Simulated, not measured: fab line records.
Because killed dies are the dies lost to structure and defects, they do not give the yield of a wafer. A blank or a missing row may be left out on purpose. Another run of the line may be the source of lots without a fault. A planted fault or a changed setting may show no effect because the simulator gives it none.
The tool behind it: which one?	flow nand_harc	11 lots, 33 wafers sampled, at 7 steps of a route of 1302

== WHAT THE GAUGES READ, wafer by wafer ==
NHARC_A_CHANNEL_HOLE_D1_INSPECT_12. Usual: 5.3 for raw_defect_count, sd 2.8.
lot	measured	on	raw_defect_count	flag
L301	day 8 21:44	defect_inspect-02	3 1 3	
L306	day 10 07:02	defect_inspect-02	1 4 4	
L308	day 11 05:05	defect_inspect-01	8 5 5	
L311	day 12 18:46	defect_inspect-01	887 918 919	OFF
L313	day 13 13:31	defect_inspect-02	904 885 914	OFF
L318	day 15 15:16	defect_inspect-02	2 3 7	
L320	day 16 02:10	defect_inspect-02	8 1 2	
L321	day 16 19:56	defect_inspect-02	6 7 5	
L322	day 17 04:22	defect_inspect-02	5 7 4	
L323	day 17 12:40	defect_inspect-02	3 4 3	
L324	day 18 05:44	defect_inspect-01	4 5 4	

NHARC_A_CHANNEL_HOLE_D1_CD_MEAS_18. Usual: 98.9 nm for cd_nm, sd 2.
lot	measured	on	cd_nm (nm)	flag
L301	day 8 22:55	cd_sem-03	94.5 97.0 96.1	
L306	day 10 08:27	cd_sem-02	101.2 95.7 98.4	
L308	day 11 06:15	cd_sem-02	100.2 97.9 95.0	
L311	day 12 20:32	cd_sem-03	96.6 102.3 96.2	
L313	day 13 14:53	cd_sem-02	102.1 101.0 99.0	
L318	day 15 16:27	cd_sem-02	96.8 95.7 101.6	
L320	day 16 03:47	cd_sem-01	97.9 101.3 99.1	
L321	day 16 21:07	cd_sem-01	100.0 94.5 99.9	
L322	day 17 05:32	cd_sem-02	97.8 96.0 97.0	
L323	day 17 14:32	cd_sem-02	99.6 98.2 97.7	
L324	day 18 06:54	cd_sem-02	101.0 97.2 98.2	

NHARC_A_CHANNEL_HOLE_D1_INSPECT_40. Usual: 75 for raw_defect_count, sd 25.
lot	measured	on	raw_defect_count	flag
L301	day 9 05:17	defect_inspect-01	126 107 110	
L306	day 10 15:13	defect_inspect-02	83 118 99	
L308	day 11 12:04	defect_inspect-01	95 99 85	
L311	day 13 05:14	defect_inspect-02	964 1020 945	OFF
L313	day 13 22:39	defect_inspect-02	969 981 980	OFF
L318	day 15 22:14	defect_inspect-02	93 97 87	
L320	day 16 12:01	defect_inspect-02	60 58 73	
L321	day 17 03:58	defect_inspect-02	68 89 65	
L322	day 17 16:27	defect_inspect-02	83 103 74	
L323	day 17 21:16	defect_inspect-02	69 59 65	
L324	day 18 14:40	defect_inspect-02	80 83 79	

NHARC_END_SORT_01. Usual: killed_at_array 55, standard deviation 20; killed_at_other 0.7, standard deviation 0.96; killed_at_periphery 4.1, standard deviation 2.4; killed_dies 60, standard deviation 20; killed_open 3.3, standard deviation 1.9; killed_short 2.8, standard deviation 1.6.
lot	measured	on	killed_at_array	killed_at_other	killed_at_periphery	killed_dies	killed_open	killed_short	flag
L311	day 28 08:12	prober-02	133 140 98	0 0 0	6 5 11	139 145 109	4 5 3	3 1 2	OFF
L313	day 29 18:56	prober-01	147 110 107	1 1 3	5 8 9	153 119 119	2 2 2	1 3 3	OFF

== WHAT TOOL EACH LOT RAN ON (gives the tool, then ch and the chambers of the sampled wafers, and finally the start) ==
lot	NHARC_A_ZERO_WELL_DESCUM_12	NHARC_A_CHANNEL_HOLE_D1_DEP_00	NHARC_A_CHANNEL_HOLE_D1_DEP_01
L301	rie_diel-10 ch 0,2,3, day 7 01:21	acl_dep-03 ch 0, day 8 18:59	pecvd-01 ch 0,1,2, day 8 20:56
L306	rie_diel-10 ch 2,3, day 8 17:54	acl_dep-03 ch 0, day 10 04:16	pecvd-01 ch 0,1,2, day 10 06:13
L308	rie_diel-10 ch 1,2, day 9 11:22	acl_dep-03 ch 0, day 11 02:19	pecvd-01 ch 0,2, day 11 04:14
L311	rie_diel-04 ch 1,2, day 11 01:01	acl_dep-03 ch 0, day 12 16:32	pecvd-01 ch 0,1, day 12 17:58
L313	rie_diel-10 ch 0,2, day 11 21:53	acl_dep-01 ch 0, day 13 11:02	pecvd-01 ch 0,1, day 13 12:40
L318	rie_diel-13 ch 0,1,3, day 13 21:15	acl_dep-02 ch 0, day 15 12:44	pecvd-02 ch 0,1, day 15 14:22
L320	rie_diel-04 ch 0,1,3, day 14 12:17	acl_dep-01 ch 0, day 15 23:43	pecvd-02 ch 1,2, day 16 01:19
L321	rie_diel-04 ch 0,2,3, day 15 02:38	acl_dep-02 ch 0, day 16 17:06	pecvd-01 ch 0,1, day 16 19:05
L322	rie_diel-10 ch 0,1,2, day 15 13:46	acl_dep-01 ch 0, day 17 01:43	pecvd-04 ch 0,1, day 17 03:40
L323	rie_diel-10 ch 0,1,2, day 15 17:56	acl_dep-02 ch 0, day 17 09:50	pecvd-02 ch 1,2, day 17 11:49
L324	rie_diel-10 ch 0,1,2, day 16 09:50	acl_dep-01 ch 0, day 18 03:24	pecvd-01 ch 1,2, day 18 05:00
- NHARC_A_ZERO_WELL_DESCUM_12: chemistry O2, time 3 s.
- NHARC_A_CHANNEL_HOLE_D1_DEP_00: deposits aC, target thk 3100 nm.
- NHARC_A_CHANNEL_HOLE_D1_DEP_01: deposits SiON, target thk 140 nm.

== WHAT THE TOOLS THEMSELVES READ (means of the sampled wafers that have a number; where no wafer has one, the mark that the record gives instead) ==
NHARC_A_ZERO_WELL_DESCUM_12. Usual: drypump_motor_current_A 5.7 A, standard deviation 0.32; oes_product_au 0.999 a.u., standard deviation 0.013; rf_vpp_V 57.9 V, standard deviation 0.93; showerhead_plenum_p_Torr 1.92 Torr, standard deviation 0.089; throttle_valve_pct 11.312 %, standard deviation 0.0096.
lot	tool	drypump_motor_current_A (A)	oes_product_au (a.u.)	rf_vpp_V (V)	showerhead_plenum_p_Torr (Torr)	throttle_valve_pct (%)	flag
L301	rie_diel-10	5.9	0.998	58.6	1.91	11.312	
L306	rie_diel-10	6.0	1.002	57.9	1.86	11.314	
L308	rie_diel-10	5.9	0.983	58.6	1.92	11.306	
L311	rie_diel-04	5.4	0.994	57.4	1.85	11.319	
L313	rie_diel-10	5.8	0.994	57.5	1.95	11.310	
L318	rie_diel-13	5.5	0.994	57.0	1.84	11.307	
L320	rie_diel-04	5.5	1.005	58.8	1.86	11.308	
L321	rie_diel-04	5.6	1.013	57.7	1.89	11.320	
L322	rie_diel-10	5.8	0.999	59.0	1.97	11.319	
L323	rie_diel-10	5.8	1.003	57.8	1.97	11.316	
L324	rie_diel-10	5.8	0.992	58.1	1.97	11.315	

NHARC_A_CHANNEL_HOLE_D1_DEP_00. Usual: susceptor_temp_C 399.99 C, standard deviation 0.23; throttle_valve_pct 35.000 %, standard deviation 0.0095.
lot	tool	susceptor_temp_C (C)	throttle_valve_pct (%)	flag
L301	acl_dep-03	-	35.001	OFF
L306	acl_dep-03	400.13	34.998	
L308	acl_dep-03	-	34.999	OFF
L311	acl_dep-03	399.80	34.996	
L313	acl_dep-01	399.89	35.013	
L318	acl_dep-02	-	34.999	OFF
L320	acl_dep-01	-	34.994	OFF
L321	acl_dep-02	399.65	34.999	
L322	acl_dep-01	400.03	35.001	
L323	acl_dep-02	399.89	35.001	
L324	acl_dep-01	399.84	34.997	

NHARC_A_CHANNEL_HOLE_D1_DEP_01. Usual: heater_power_w 675 W, standard deviation 80; susceptor_temp_C 399.99 C, standard deviation 0.2.
lot	tool	heater_power_w (W)	susceptor_temp_C (C)	flag
L301	pecvd-01	682	399.76	
L306	pecvd-01	697	399.93	
L308	pecvd-01	632	399.99	
L311	pecvd-01	701	400.14	
L313	pecvd-01	707	400.13	
L318	pecvd-02	683	400.01	
L320	pecvd-02	655	400.04	
L321	pecvd-01	661	400.12	
L322	pecvd-04	761	399.97	
L323	pecvd-02	570	400.01	
L324	pecvd-01	658	399.92	

== THE ANSWER, worked out from the rows above alone ==
Rule: a lot is off if the mean of its wafers that have a number lies more than 3 standard deviations from the usual mean. A lot without any number at a reading at which 4 lots or more have one is off too. All remaining lots with rows at the step are treated as sound. After the gauges, taken in route order, come the tools' own readings; for these a lot's mean is taken, as printed above. The first step at which some lot is off is used, and at that step the reading that is off furthest; a lot without a number counts as furthest.
Off, at NHARC_A_CHANNEL_HOLE_D1_INSPECT_12 on raw_defect_count: L311, L313.
If a tool, at a process step before that reading, ran all the lots that are off and no sound lot after the first of them, it fits. The gauges at NHARC_A_CHANNEL_HOLE_D1_INSPECT_12 aren't tried: what is off there is off at NHARC_END_SORT_01 too, on other tools, and a gauge's error can't cause that. No candidate that was tried fits.

== WHAT WAS PUT IN BY THE SIMULATOR ==
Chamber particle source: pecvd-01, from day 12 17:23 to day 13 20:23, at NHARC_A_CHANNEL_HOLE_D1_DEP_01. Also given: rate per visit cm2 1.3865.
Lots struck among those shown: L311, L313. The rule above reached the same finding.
